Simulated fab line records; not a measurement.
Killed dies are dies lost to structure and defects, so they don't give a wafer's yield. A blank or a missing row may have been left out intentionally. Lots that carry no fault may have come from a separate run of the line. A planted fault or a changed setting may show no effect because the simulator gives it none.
fab line records	flow n5Finfet
record: lots: 24	wafers: 72	lastDay: 20
route steps=1938 shown BEOL_M6@1195 BEOL_M7@1265
lots that met no fault: from a run of the same line without faults
startH: start of the lot's first displayed wafer, in hours after the record's first day	waitH: hours from the lot's prior step to this one	" repeats the value in the row above	L1.1+2: several wafers, shown together as one row	- no value, or no start given	* or withheld: withheld	< > ~ a bound
route shown NAME@n: names a module that has steps shown in the file, with the first one's number in the route	usual: mean/standard deviation of fault-free wafers	same: alike in all rows	chamber/n: place in a boat	sites: the reading at each site	_std_site: the standard deviation of these	_edge_site: mean of outer sites minus mean of inner sites	radiusMm: for every site, how far away it sits from the centre of the wafer	mask NAME#n: copy n	behind: the last tool/chamber to shape the wafer	hold: why the lot was held/for how many hours/how that ended	device: whichever transistor did not switch (one of n, p or np)	end of line: at the end of the route, the tests of the same wafers	a step without rows: its recipe alone	killed: at the first sort, the dies lost to defects and structure; wafer yield is something else	map: per-die view of a wafer (x killed, . not killed, _ where there is no die)
set.NAME: the setting the step ran with; set.NAME@STEP: the setting that earlier step ran with	model.NAME: the simulator's own value behind a step, which no gauge read
steps of the route over a sample of lots; a table a step, a row a wafer
services: from which hour (startH, from the record's first day; less than 0 if before it) a tool's chamber was out of use, for how many hours, and why
== steps ==
step: N5_BEOL_M6_CURE_74
recipe: tempC: 385	timeS: 240	ambient: He/Ar	material: SiCOH_lowk
usual: lampPowerPct: 52.31/0.054	wafer_temp_C_max: 386.6/0.56
lot.wafer	tool	chamber	startH	waitH	lampPowerPct	wafer_temp_C_max
L075.2	uvCure-01	2	201.83	0.1	52.41	386.7
L075.4	"	2	"	"	52.36	387.2
L075.6	"	2	"	"	52.30	387.4
L074.4	uvCure-03	0	203.20	0.3	52.32	387.4
L074.5	"	0	"	"	52.27	387.6
L074.6	"	0	"	"	52.35	387.2
L076.1	uvCure-03	1	209.91	0.0	52.31	386.7
L076.2	"	1	"	"	52.30	387.1
L076.5	"	1	"	"	52.24	387.0
L079.1	uvCure-03	1	218.57	0.0	52.33	387.3
L079.2	"	1	"	"	52.32	387.2
L079.6	"	1	"	"	52.43	386.9
L077.1	uvCure-03	2	224.82	0.1	52.38	386.4
L077.3	"	2	"	"	52.26	385.9
L077.5	"	2	"	"	52.44	386.5
L078.2	uvCure-03	2	230.82	0.1	52.33	386.7
L078.4	"	2	"	"	52.21	386.7
L078.5	"	2	"	"	52.29	386.4
L081.3	uvCure-02	0	237.16	0.2	52.22	387.9
L081.4	"	0	"	"	52.28	387.1
L081.5	"	0	"	"	52.31	388.0
L080.1	uvCure-02	0	248.31	0.1	52.33	387.9
L080.3	"	0	"	"	52.34	387.5
L080.6	"	0	"	"	52.23	387.6
L082.2	uvCure-03	0	249.08	0.1	52.27	387.1
L082.3	"	0	"	"	52.29	386.5
L082.5	"	0	"	"	52.33	386.6
L083.1	uvCure-03	1	254.13	0.0	52.27	386.4
L083.5	"	1	"	"	52.29	386.8
L083.6	"	1	"	"	52.32	387.5
L085.1	uvCure-01	1	256.04	0.0	52.21	386.1
L085.2	"	1	"	"	52.36	387.1
L085.6	"	1	"	"	52.23	387.1
L084.1	uvCure-03	2	258.08	0.0	52.37	386.4
L084.3	"	2	"	"	52.34	386.0
L084.6	"	2	"	"	52.35	386.0
L086.3	uvCure-03	1	278.26	0.2	52.34	386.5
L086.4	"	1	"	"	52.40	387.4
L086.5	"	1	"	"	52.40	387.4
L087.3	uvCure-01	0	283.46	0.2	52.19	386.7
L087.5	"	0	"	"	52.40	386.1
L087.6	"	0	"	"	52.31	386.3
L089.1	uvCure-03	1	284.00	0.0	52.32	386.8
L089.3	"	1	"	"	52.31	387.2
L089.4	"	1	"	"	52.34	387.0
L090.2	uvCure-03	2	289.22	0.1	52.25	387.2
L090.3	"	2	"	"	52.42	386.1
L090.4	"	2	"	"	52.31	386.0
L088.1	uvCure-03	2	292.98	0.2	52.27	386.7
L088.2	"	2	"	"	52.35	386.5
L088.5	"	2	"	"	52.34	386.3
L091.3	uvCure-03	1	298.13	0.2	52.31	387.2
L091.5	"	1	"	"	52.31	387.1
L091.6	"	1	"	"	52.30	386.8
L092.2	uvCure-02	1	301.45	0.1	52.31	385.9
L092.5	"	1	"	"	52.30	385.9
L092.6	"	1	"	"	52.21	386.5
L093.1	uvCure-02	2	313.51	0.0	52.32	386.2
L093.4	"	2	"	"	52.34	386.3
L093.5	"	2	"	"	52.34	385.8
L094.1	uvCure-01	0	314.18	0.0	52.18	386.4
L094.5	"	0	"	"	52.34	385.9
L094.6	"	0	"	"	52.31	386.5
L095.2	uvCure-01	1	316.35	0.1	52.33	386.9
L095.3	"	1	"	"	52.39	386.7
L095.5	"	1	"	"	52.31	386.6
L096.1	uvCure-02	1	345.86	0.0	52.31	386.4
L096.3	"	1	"	"	52.32	385.8
L096.5	"	1	"	"	52.24	385.9
L097.1	uvCure-02	2	369.91	0.0	52.26	386.5
L097.2	"	2	"	"	52.33	385.8
L097.3	"	2	"	"	52.30	385.5
step: N5_BEOL_M6_STRIP_67
recipe: chemistry: CF4	resist: SiARC	powerW: 300	biasPowerW: 75	pressureMtorr: 50	cf4FlowSccm: 150	rfFrequencyHz: 6e+07
usual: drypumpMotorCurrentA: 5.7/0.34	oesProductAu: 0.79/0.081	powerW: 300.0/0.92	rfVppV: 271.3/1.7	showerheadPlenumPTorr: 1.80/0.062	throttleValvePct: 13.50/0.19
lot.wafer	tool	chamber	startH	waitH	drypumpMotorCurrentA	oesProductAu	powerW	rfHoursCounterH	rfVppV	showerheadPlenumPTorr	throttleValvePct
L075.2	rieDiel-04	3	203.98	0.0	5.8	0.74	298.9	168	270.5	1.79	13.53
L075.4	"	2	"	"	5.7	0.83	299.8	-	271.8	1.75	13.41
L075.6	"	0	"	"	5.7	0.92	300.1	-	274.3	1.90	13.30
L074.4	rieDiel-04	0	204.40	0.0	5.8	0.91	300.3	-	271.3	1.90	13.30
L074.5	"	3	"	"	5.8	0.74	300.1	-	269.6	1.79	13.53
L074.6	"	2	"	"	5.7	0.83	300.0	-	269.9	1.75	13.42
L076.1	rieDiel-04	0	211.69	0.0	5.7	0.91	300.7	31	272.4	1.90	13.29
L076.2	"	3	"	"	5.8	0.74	300.4	172	271.5	1.79	13.52
L076.5	"	2	"	"	5.8	0.82	301.4	-	270.8	1.75	13.41
L079.1	rieDiel-04	0	220.25	0.0	5.7	0.90	300.1	35	274.9	1.90	13.33
L079.2	"	2	"	"	5.8	0.83	299.1	82	268.3	1.75	13.42
L079.6	"	3	"	"	5.8	0.74	301.2	-	270.3	1.79	13.53
L077.1	rieDiel-04	2	229.21	0.0	5.8	0.81	297.7	89	269.8	1.74	13.44
L077.3	"	0	"	"	5.7	0.89	299.8	41	275.8	1.90	13.34
L077.5	"	0	"	"	5.7	0.89	299.7	-	273.0	1.90	13.31
L078.2	rieDiel-04	3	234.06	0.0	5.8	0.72	300.1	185	271.0	1.78	13.55
L078.4	"	2	"	"	5.8	0.80	300.3	-	271.9	1.74	13.46
L078.5	"	0	"	"	5.7	0.89	300.1	-	272.0	1.90	13.35
L081.3	rieDiel-02	0	240.38	0.0	5.3	0.72	299.2	210	271.5	1.79	13.64
L081.4	"	1	"	"	5.7	0.76	301.0	-	269.3	1.72	13.53
L081.5	"	2	"	"	5.9	0.68	300.1	-	270.6	1.70	14.00
L080.1	rieDiel-01	3	251.23	0.0	4.9	0.82	298.5	78	271.1	1.89	13.36
L080.3	"	1	"	"	5.3	0.92	299.2	8	271.6	1.78	13.43
L080.6	"	1	"	"	5.3	0.93	298.4	-	271.6	1.78	13.39
L082.2	rieDiel-02	1	251.55	0.0	5.6	0.75	300.2	163	269.0	1.72	13.52
L082.3	"	0	"	"	5.3	0.71	300.4	215	271.5	1.79	13.65
L082.5	"	1	"	"	5.6	0.75	300.8	-	269.6	1.72	13.52
L083.1	rieDiel-04	3	255.90	0.0	5.8	0.72	300.9	194	269.1	1.78	13.56
L083.5	"	0	"	"	5.7	0.87	300.1	-	272.4	1.90	13.35
L083.6	"	1	"	"	6.4	0.71	297.8	-	273.9	1.83	13.85
L085.1	rieDiel-02	1	259.49	0.0	5.6	0.76	300.7	166	268.2	1.72	13.52
L085.2	"	0	"	"	5.3	0.71	298.6	219	269.8	1.79	13.64
L085.6	"	1	"	"	5.6	0.76	301.3	-	268.0	1.72	13.53
L084.1	rieDiel-04	2	259.72	0.0	5.8	0.81	300.5	103	268.9	1.74	13.46
L084.3	"	0	"	"	5.7	0.87	298.1	55	273.4	1.90	13.37
L084.6	"	3	"	"	5.8	0.72	299.1	-	270.3	1.78	13.58
L086.3	rieDiel-04	2	282.40	0.0	5.7	0.79	298.6	111	269.7	1.74	13.48
L086.4	"	1	"	"	6.4	0.70	300.4	247	271.2	1.83	13.89
L086.5	"	1	"	"	6.4	0.70	300.5	-	273.0	1.83	13.89
L087.3	rieDiel-02	3	286.37	0.0	5.6	0.91	300.1	18	272.3	1.84	13.11
L087.5	"	1	"	"	5.6	0.74	300.4	-	267.6	1.72	13.54
L087.6	"	0	"	"	5.3	0.71	300.2	-	270.6	1.79	13.67
L089.1	rieDiel-02	3	286.72	0.0	5.6	0.91	300.5	19	271.0	1.84	13.09
L089.3	"	0	"	"	5.3	0.70	300.7	231	270.1	1.79	13.69
L089.4	"	1	"	"	5.6	0.74	298.0	179	268.9	1.72	13.57
L090.2	rieDiel-04	2	291.91	0.0	5.7	0.79	300.6	114	270.9	1.74	13.50
L090.3	"	1	"	"	6.4	0.70	300.0	250	271.7	1.83	13.91
L090.4	"	3	"	"	5.8	0.71	299.7	207	270.2	1.78	13.62
L088.1	rieDiel-01	0	295.68	0.0	4.9	0.71	299.2	229	270.3	1.77	13.72
L088.2	"	1	"	"	5.3	0.89	299.4	21	271.4	1.77	13.42
L088.5	"	0	"	"	4.9	0.70	299.7	-	271.4	1.77	13.74
L091.3	rieDiel-02	2	300.86	0.0	5.9	0.94	300.9	10	274.0	1.90	13.46
L091.5	"	3	"	"	5.7	0.89	299.6	-	272.4	1.84	13.12
L091.6	"	0	"	"	5.3	0.70	301.0	-	271.2	1.79	13.68
L092.2	rieDiel-04	2	303.53	0.0	5.7	0.78	301.4	118	269.5	1.74	13.51
L092.5	"	2	"	"	5.7	0.78	302.1	-	268.1	1.74	13.50
L092.6	"	1	"	"	6.4	0.69	301.8	-	272.6	1.83	13.90
L093.1	rieDiel-04	2	316.22	0.0	5.8	0.77	299.6	125	270.0	1.74	13.52
L093.4	"	3	"	"	5.8	0.71	299.9	-	269.5	1.78	13.63
L093.5	"	3	"	"	5.8	0.71	299.0	-	271.8	1.78	13.63
L094.1	rieDiel-02	2	316.55	0.0	5.9	0.93	298.7	17	273.4	1.90	13.48
L094.5	"	3	"	"	5.7	0.88	299.6	-	271.9	1.84	13.12
L094.6	"	2	"	"	5.9	0.92	299.4	-	274.2	1.90	13.47
L095.2	rieDiel-04	3	318.44	0.0	5.8	0.70	301.2	219	269.6	1.77	13.62
L095.3	"	2	"	"	5.7	0.78	302.2	-	269.6	1.73	13.52
L095.5	"	3	"	"	5.8	0.70	300.7	-	270.2	1.78	13.64
L096.1	rieDiel-01	0	347.74	0.0	4.9	0.69	300.0	248	271.0	1.76	13.77
L096.3	"	1	"	"	5.3	0.86	299.8	40	269.4	1.77	13.49
L096.5	"	2	"	"	6.4	0.81	301.7	-	275.1	1.88	13.46
L097.1	rieDiel-01	3	376.18	0.0	4.9	0.78	300.3	120	274.5	1.87	13.43
L097.2	"	0	"	"	4.9	0.69	301.3	256	267.9	1.76	13.81
L097.3	"	1	"	"	5.3	0.85	300.9	48	270.5	1.76	13.48
step: N5_BEOL_M6_OVL_MEAS_29
recipe: pointsPerWafer: 522
usual: V5_OVL: 0.3/0.57
lot.wafer	tool	chamber	startH	waitH	V5_OVL[nm]
L075.2	overlay-02	0	204.55	0.0	0.4
L075.4	"	0	"	"	0.8
L075.6	"	0	"	"	0.1
L074.4	overlay-02	0	205.81	0.0	0.1
L074.5	"	0	"	"	1.0
L074.6	"	0	"	"	0.9
L076.1	overlay-02	0	213.37	0.1	-0.8
L076.2	"	0	"	"	0.8
L076.5	"	0	"	"	-0.5
L079.1	overlay-02	0	221.45	0.0	0.2
L079.2	"	0	"	"	0.6
L079.6	"	0	"	"	-0.6
L077.1	overlay-02	0	231.21	0.0	0.1
L077.3	"	0	"	"	0.3
L077.5	"	0	"	"	0.3
L078.2	overlay-01	0	235.37	0.0	0.3
L078.4	"	0	"	"	0.7
L078.5	"	0	"	"	0.9
L081.3	overlay-01	0	242.47	0.0	-0.4
L081.4	"	0	"	"	0.2
L081.5	"	0	"	"	-0.2
L080.1	overlay-01	0	252.62	0.0	0.0
L080.3	"	0	"	"	1.2
L080.6	"	0	"	"	0.2
L082.2	overlay-02	0	254.18	0.0	-0.3
L082.3	"	0	"	"	-0.3
L082.5	"	0	"	"	-0.3
L083.1	overlay-01	0	257.43	0.0	-1.4
L083.5	"	0	"	"	-0.4
L083.6	"	0	"	"	-0.7
L085.1	overlay-02	0	260.94	0.0	-0.7
L085.2	"	0	"	"	-0.1
L085.6	"	0	"	"	0.3
L084.1	overlay-02	0	261.03	0.0	0.8
L084.3	"	0	"	"	1.1
L084.6	"	0	"	"	0.9
L086.3	overlay-01	0	283.57	0.0	1.1
L086.4	"	0	"	"	0.3
L086.5	"	0	"	"	0.1
L087.3	overlay-01	0	289.67	0.0	0.2
L087.5	"	0	"	"	-0.5
L087.6	"	0	"	"	0.5
L089.1	overlay-01	0	289.95	0.0	-0.2
L089.3	"	0	"	"	0.2
L089.4	"	0	"	"	-0.4
L090.2	overlay-02	0	294.49	0.0	0.7
L090.3	"	0	"	"	0.2
L090.4	"	0	"	"	1.7
L088.1	overlay-02	0	296.24	0.0	0.3
L088.2	"	0	"	"	0.7
L088.5	"	0	"	"	1.2
L091.3	overlay-02	0	301.56	0.0	0.3
L091.5	"	0	"	"	-0.1
L091.6	"	0	"	"	0.1
L092.2	overlay-02	0	304.18	0.0	0.4
L092.5	"	0	"	"	0.6
L092.6	"	0	"	"	0.3
L093.1	overlay-01	0	320.24	0.0	0.9
L093.4	"	0	"	"	-0.3
L093.5	"	0	"	"	0.7
L094.1	overlay-01	0	320.28	0.0	0.2
L094.5	"	0	"	"	0.7
L094.6	"	0	"	"	0.1
L095.2	overlay-02	0	322.35	0.0	0.3
L095.3	"	0	"	"	-0.5
L095.5	"	0	"	"	-0.8
L096.1	overlay-02	0	350.36	0.0	0.3
L096.3	"	0	"	"	0.5
L096.5	"	0	"	"	1.2
L097.1	overlay-02	0	378.80	0.0	0.0
L097.2	"	0	"	"	0.4
L097.3	"	0	"	"	-0.5
step: N5_BEOL_M6_ETCH_72
recipe: chemistry: N2/H2	target: underlayer	targetDepthA: 65	maskMaterial: CAR-EUV	timeS: 5.2	ionEnergyEv: 200	pressureMtorr: 30	sourceW: 840	biasW: 150	n2FlowSccm: 200	h2FlowSccm: 200	ends: cleared
usual: drypumpMotorCurrentA: 5.6/0.4	etchRfOnTimeS: 5.17/0.11	oesProductAu: 0.69/0.08	rfVppV: 524.4/2.8	showerheadPlenumPTorr: 2.56/0.1	throttleValvePct: 17.77/0.16
lot.wafer	tool	chamber	startH	waitH	drypumpMotorCurrentA	etchRfOnTimeS	oesProductAu	rfHoursCounterH	rfVppV	showerheadPlenumPTorr	throttleValvePct
L075.2	rieDiel-01	0	204.92	0.0	4.9	5.51	0.60	205	523.3	2.50	17.89
L075.4	"	2	"	"	6.4	5.15	0.73	-	527.7	2.71	17.84
L075.6	"	3	"	"	4.9	5.11	0.73	-	528.3	2.70	17.65
L074.4	rieDiel-04	0	205.93	0.0	5.7	5.18	0.79	-	527.0	2.71	17.75
L074.5	"	2	"	"	5.7	5.26	0.71	-	520.8	2.47	17.53
L074.6	"	3	"	"	5.8	5.16	0.63	-	526.7	2.54	17.92
L076.1	rieDiel-01	0	213.50	0.0	4.9	5.38	0.61	209	523.6	2.50	17.88
L076.2	"	1	"	"	5.3	5.12	0.85	0	523.8	2.50	17.66
L076.5	"	0	"	"	4.9	5.42	0.61	-	523.4	2.50	17.88
L079.1	rieDiel-02	3	222.21	0.0	5.6	5.33	0.58	249	525.1	2.62	17.94
L079.2	"	2	"	"	5.9	5.40	0.58	239	517.4	2.40	18.26
L079.6	"	1	"	"	5.7	5.19	0.66	-	520.1	2.44	17.78
L077.1	rieDiel-04	0	231.34	0.0	5.7	5.18	0.76	43	527.7	2.71	17.76
L077.3	"	3	"	"	5.8	5.16	0.62	184	523.0	2.54	17.96
L077.5	"	0	"	"	5.8	5.15	0.76	-	528.0	2.71	17.76
L078.2	rieDiel-04	2	235.49	0.0	5.7	5.25	0.69	92	522.0	2.46	17.55
L078.4	"	2	"	"	5.8	5.29	0.68	-	523.1	2.46	17.53
L078.5	"	3	"	"	5.8	5.17	0.62	-	524.0	2.54	17.96
L081.3	rieDiel-01	2	242.58	0.0	6.4	5.24	0.72	68	525.4	2.70	17.85
L081.4	"	0	"	"	4.9	5.39	0.60	214	522.3	2.49	17.87
L081.5	"	0	"	"	4.9	5.38	0.61	-	523.0	2.49	17.89
L080.1	rieDiel-02	0	252.75	0.0	5.3	5.15	0.61	215	523.1	2.51	17.77
L080.3	"	1	"	"	5.7	5.22	0.64	163	521.0	2.43	17.81
L080.6	"	3	"	"	5.7	5.10	0.82	-	526.9	2.62	17.46
L082.2	rieDiel-02	0	254.32	0.0	5.3	5.08	0.62	216	523.8	2.51	17.77
L082.3	"	3	"	"	5.7	5.07	0.82	4	524.2	2.62	17.50
L082.5	"	0	"	"	5.3	5.04	0.62	-	524.4	2.51	17.75
L083.1	rieDiel-04	2	257.55	0.0	5.7	5.32	0.69	102	520.8	2.46	17.60
L083.5	"	1	"	"	6.4	5.43	0.60	-	526.7	2.60	17.99
L083.6	"	0	"	"	5.7	5.20	0.74	-	527.6	2.70	17.81
L085.1	rieDiel-01	1	261.12	0.0	5.3	5.07	0.79	12	525.2	2.49	17.68
L085.2	"	2	"	"	6.4	5.11	0.72	73	529.8	2.70	17.88
L085.6	"	0	"	"	4.9	5.32	0.59	-	523.8	2.49	17.92
L084.1	rieDiel-02	1	261.31	0.0	5.7	5.11	0.65	168	522.5	2.43	17.83
L084.3	"	0	"	"	5.3	5.08	0.61	220	522.7	2.50	17.78
L084.6	"	1	"	"	5.7	5.21	0.64	-	520.6	2.43	17.81
L086.3	rieDiel-02	1	283.69	0.0	5.6	5.16	0.63	178	523.4	2.43	17.85
L086.4	"	0	"	"	5.3	5.05	0.61	230	523.5	2.50	17.78
L086.5	"	1	"	"	5.7	5.12	0.64	-	521.1	2.43	17.80
L087.3	rieDiel-02	1	290.25	0.0	5.7	5.11	0.64	181	522.2	2.43	17.83
L087.5	"	1	"	"	5.7	5.14	0.63	-	522.9	2.43	17.84
L087.6	"	2	"	"	5.9	5.14	0.81	-	526.3	2.72	17.87
L089.1	rieDiel-02	2	290.71	0.0	5.9	5.17	0.81	6	528.6	2.72	17.86
L089.3	"	0	"	"	5.3	5.09	0.61	232	523.6	2.50	17.80
L089.4	"	3	"	"	5.7	4.97	0.77	20	525.5	2.61	17.51
L090.2	rieDiel-02	2	294.61	0.0	5.9	5.11	0.82	8	529.1	2.71	17.88
L090.3	"	3	"	"	5.7	4.97	0.77	22	524.6	2.61	17.53
L090.4	"	1	"	"	5.7	5.16	0.63	183	520.5	2.43	17.85
L088.1	rieDiel-01	0	296.42	0.0	4.9	5.43	0.58	230	521.2	2.49	17.94
L088.2	"	3	"	"	5.0	5.20	0.68	91	526.7	2.68	17.71
L088.5	"	1	"	"	5.3	5.19	0.77	-	520.5	2.49	17.68
L091.3	rieDiel-01	1	301.68	0.0	5.2	5.14	0.77	23	524.6	2.49	17.69
L091.5	"	2	"	"	6.4	5.17	0.70	-	528.4	2.69	17.86
L091.6	"	3	"	"	4.9	5.18	0.69	-	529.2	2.68	17.72
L092.2	rieDiel-02	3	304.45	0.0	5.7	5.06	0.76	26	524.4	2.61	17.52
L092.5	"	3	"	"	5.7	5.04	0.76	-	524.8	2.61	17.52
L092.6	"	2	"	"	5.9	5.16	0.80	-	527.5	2.71	17.85
L093.1	rieDiel-02	2	320.37	0.0	5.9	5.11	0.80	19	529.5	2.71	17.87
L093.4	"	1	"	"	5.7	5.05	0.63	187	520.1	2.43	17.86
L093.5	"	1	"	"	5.7	5.09	0.63	-	522.3	2.42	17.87
L094.1	rieDiel-04	3	320.52	0.0	5.8	5.20	0.60	220	523.2	2.52	18.03
L094.5	"	3	"	"	5.8	5.23	0.58	-	524.5	2.52	18.01
L094.6	"	2	"	"	5.8	5.35	0.66	-	520.1	2.45	17.63
L095.2	rieDiel-02	0	322.47	0.0	5.3	5.10	0.59	245	523.0	2.49	17.82
L095.3	"	2	"	"	5.9	5.16	0.79	20	530.0	2.71	17.91
L095.5	"	2	"	"	5.9	5.11	0.79	-	528.3	2.71	17.90
L096.1	rieDiel-01	3	350.49	0.0	4.9	5.18	0.67	112	527.1	2.68	17.75
L096.3	"	1	"	"	5.3	5.22	0.73	40	520.6	2.48	17.70
L096.5	"	2	"	"	6.4	5.17	0.69	-	527.7	2.68	17.93
L097.1	rieDiel-02	0	378.92	0.0	5.3	4.99	0.83	8	520.0	2.49	17.37
L097.2	"	2	"	"	5.9	5.13	0.76	40	527.6	2.70	17.96
L097.3	"	1	"	"	5.7	5.12	0.62	208	521.4	2.42	17.90
step: N5_BEOL_M7_THK_MEAS_01
recipe: reads: SiCOH_lowk_of_BEOL_M7_ILD_DEP_00
usual: M7_ILD_THK: 155.4/2.1
lot.wafer	tool	chamber	startH	waitH	M7_ILD_THK[nm]
L075.2	filmMetro-02	-	208.35	0.4	156.9
L075.4	"	-	"	"	157.9
L075.6	"	-	"	"	156.7
L074.4	filmMetro-02	-	209.76	0.2	155.7
L074.5	"	-	"	"	153.9
L074.6	"	-	"	"	157.5
L076.1	filmMetro-01	-	218.36	0.4	154.2
L076.2	"	-	"	"	154.9
L076.5	"	-	"	"	157.9
L079.1	filmMetro-01	-	226.04	0.4	157.4
L079.2	"	-	"	"	153.8
L079.6	"	-	"	"	155.2
L077.1	filmMetro-01	-	235.17	0.4	150.4
L077.3	"	-	"	"	151.0
L077.5	"	-	"	"	153.2
L078.2	filmMetro-02	-	239.36	0.4	152.1
L078.4	"	-	"	"	155.9
L078.5	"	-	"	"	155.7
L081.3	filmMetro-01	-	246.46	0.3	158.1
L081.4	"	-	"	"	154.8
L081.5	"	-	"	"	160.1
L080.1	filmMetro-01	-	257.73	0.4	152.7
L080.3	"	-	"	"	156.0
L080.6	"	-	"	"	157.1
L082.2	filmMetro-02	-	259.50	0.4	153.3
L082.3	"	-	"	"	152.0
L082.5	"	-	"	"	154.8
L083.1	filmMetro-02	-	261.00	0.4	154.8
L083.5	"	-	"	"	155.3
L083.6	"	-	"	"	154.4
L085.1	filmMetro-02	-	265.71	0.4	154.2
L085.2	"	-	"	"	156.5
L085.6	"	-	"	"	157.5
L084.1	filmMetro-01	-	266.75	0.4	156.4
L084.3	"	-	"	"	154.9
L084.6	"	-	"	"	158.1
L086.3	filmMetro-02	-	288.02	0.3	157.8
L086.4	"	-	"	"	158.1
L086.5	"	-	"	"	158.2
L087.3	filmMetro-01	-	294.96	0.3	152.1
L087.5	"	-	"	"	157.2
L087.6	"	-	"	"	158.3
L089.1	filmMetro-01	-	295.23	0.4	152.0
L089.3	"	-	"	"	155.9
L089.4	"	-	"	"	153.8
L090.2	filmMetro-01	-	298.34	0.4	154.6
L090.3	"	-	"	"	157.1
L090.4	"	-	"	"	157.1
L088.1	filmMetro-01	-	301.55	0.4	153.8
L088.2	"	-	"	"	153.3
L088.5	"	-	"	"	157.3
L091.3	filmMetro-01	-	305.22	0.3	156.0
L091.5	"	-	"	"	157.1
L091.6	"	-	"	"	153.1
L092.2	filmMetro-02	-	308.06	0.4	153.8
L092.5	"	-	"	"	157.5
L092.6	"	-	"	"	156.3
L093.1	filmMetro-01	-	323.83	0.4	153.8
L093.4	"	-	"	"	155.9
L093.5	"	-	"	"	154.8
L094.1	filmMetro-02	-	325.38	0.4	153.7
L094.5	"	-	"	"	158.4
L094.6	"	-	"	"	156.6
L095.2	filmMetro-01	-	328.17	0.7	152.8
L095.3	"	-	"	"	156.7
L095.5	"	-	"	"	155.3
L096.1	filmMetro-02	-	354.13	0.4	155.7
L096.3	"	-	"	"	157.6
L096.5	"	-	"	"	157.7
L097.1	filmMetro-01	-	382.47	0.4	155.8
L097.2	"	-	"	"	153.5
L097.3	"	-	"	"	151.3
step: N5_BEOL_M7_OVL_MEAS_12
recipe: pointsPerWafer: 44
usual: M7_OVL: -0.2/0.82
lot.wafer	tool	chamber	startH	waitH	M7_OVL[nm]
L075.2	overlay-01	0	209.26	0.0	-1.4
L075.4	"	0	"	"	-1.6
L075.6	"	0	"	"	-1.1
L074.4	overlay-01	0	211.21	0.0	0.0
L074.5	"	0	"	"	-0.3
L074.6	"	0	"	"	-0.9
L076.1	overlay-02	0	219.19	0.0	-1.1
L076.2	"	0	"	"	-1.1
L076.5	"	0	"	"	-1.7
L079.1	overlay-01	0	228.17	0.0	1.2
L079.2	"	0	"	"	-0.8
L079.6	"	0	"	"	-0.9
L077.1	overlay-01	0	236.64	0.0	-1.2
L077.3	"	0	"	"	-1.5
L077.5	"	0	"	"	-0.4
L078.2	overlay-02	0	240.50	0.0	0.1
L078.4	"	0	"	"	0.7
L078.5	"	0	"	"	1.1
L081.3	overlay-02	0	248.20	0.0	-0.6
L081.4	"	0	"	"	-0.4
L081.5	"	0	"	"	-0.4
L080.1	overlay-02	0	258.95	0.0	0.3
L080.3	"	0	"	"	0.5
L080.6	"	0	"	"	-0.1
L082.2	overlay-01	0	261.66	0.0	-0.7
L082.3	"	0	"	"	-0.4
L082.5	"	0	"	"	-1.3
L083.1	overlay-02	0	261.98	0.0	0.4
L083.5	"	0	"	"	0.7
L083.6	"	0	"	"	-0.5
L085.1	overlay-01	0	267.20	0.0	-0.3
L085.2	"	0	"	"	0.0
L085.6	"	0	"	"	-0.1
L084.1	overlay-01	0	268.04	0.0	1.2
L084.3	"	0	"	"	1.3
L084.6	"	0	"	"	1.0
L086.3	overlay-01	0	290.86	0.0	-0.9
L086.4	"	0	"	"	-0.6
L086.5	"	0	"	"	-0.4
L087.3	overlay-02	0	295.99	0.0	1.2
L087.5	"	0	"	"	0.3
L087.6	"	0	"	"	0.5
L089.1	overlay-01	0	296.20	0.0	-0.8
L089.3	"	0	"	"	-1.3
L089.4	"	0	"	"	-0.9
L090.2	overlay-01	0	300.28	0.0	-1.1
L090.3	"	0	"	"	-1.3
L090.4	"	0	"	"	-0.4
L088.1	overlay-01	0	303.03	0.0	0.4
L088.2	"	0	"	"	-0.2
L088.5	"	0	"	"	-0.5
L091.3	overlay-01	0	306.51	0.0	-0.8
L091.5	"	0	"	"	-1.1
L091.6	"	0	"	"	-0.9
L092.2	overlay-02	0	308.73	0.0	-0.6
L092.5	"	0	"	"	-1.2
L092.6	"	0	"	"	0.0
L093.1	overlay-02	0	326.02	0.0	-1.0
L093.4	"	0	"	"	-0.1
L093.5	"	0	"	"	-0.1
L094.1	overlay-02	0	326.63	0.0	1.0
L094.5	"	0	"	"	0.7
L094.6	"	0	"	"	1.7
L095.2	overlay-01	0	330.26	0.0	0.1
L095.3	"	0	"	"	0.9
L095.5	"	0	"	"	0.0
L096.1	overlay-01	0	354.92	0.0	0.4
L096.3	"	0	"	"	1.4
L096.5	"	0	"	"	0.1
L097.1	overlay-02	0	384.38	0.0	0.3
L097.2	"	0	"	"	0.4
L097.3	"	0	"	"	0.7
== services ==
tool	chamber	startH	hours	kind
uvCure-03	-	193.14	3.6	repair
uvCure-02	-	194.50	1.0	pm
rieDiel-01	-	218.42	14.6	pm
uvCure-02	-	218.70	7.5	pm
rieDiel-02	3	223.86	-	clean
rieDiel-02	3	223.86	-	consumableReplace:focusRing
uvCure-01	-	233.17	1.3	repair
rieDiel-02	2	244.49	-	clean
rieDiel-02	2	244.49	-	consumableReplace:focusRing
rieDiel-02	2	244.49	-	consumableReplace:showerhead
rieDiel-02	2	244.49	30.8	scheduledDown
uvCure-02	-	251.33	0.5	repair
uvCure-03	-	265.96	2.8	repair
uvCure-02	-	269.09	0.7	repair
rieDiel-02	1	300.39	15.4	repair
rieDiel-02	3	305.25	2.1	repair
rieDiel-04	1	308.27	2.9	repair
uvCure-03	-	311.18	7.1	pm
rieDiel-04	0	311.57	9.9	repair
rieDiel-04	3	346.23	10.6	repair
rieDiel-04	-	352.25	0.6	repair
uvCure-03	-	352.31	0.3	repair
rieDiel-01	0	371.46	2.1	repair
uvCure-02	-	377.91	2.1	pm
== key ==
fault none
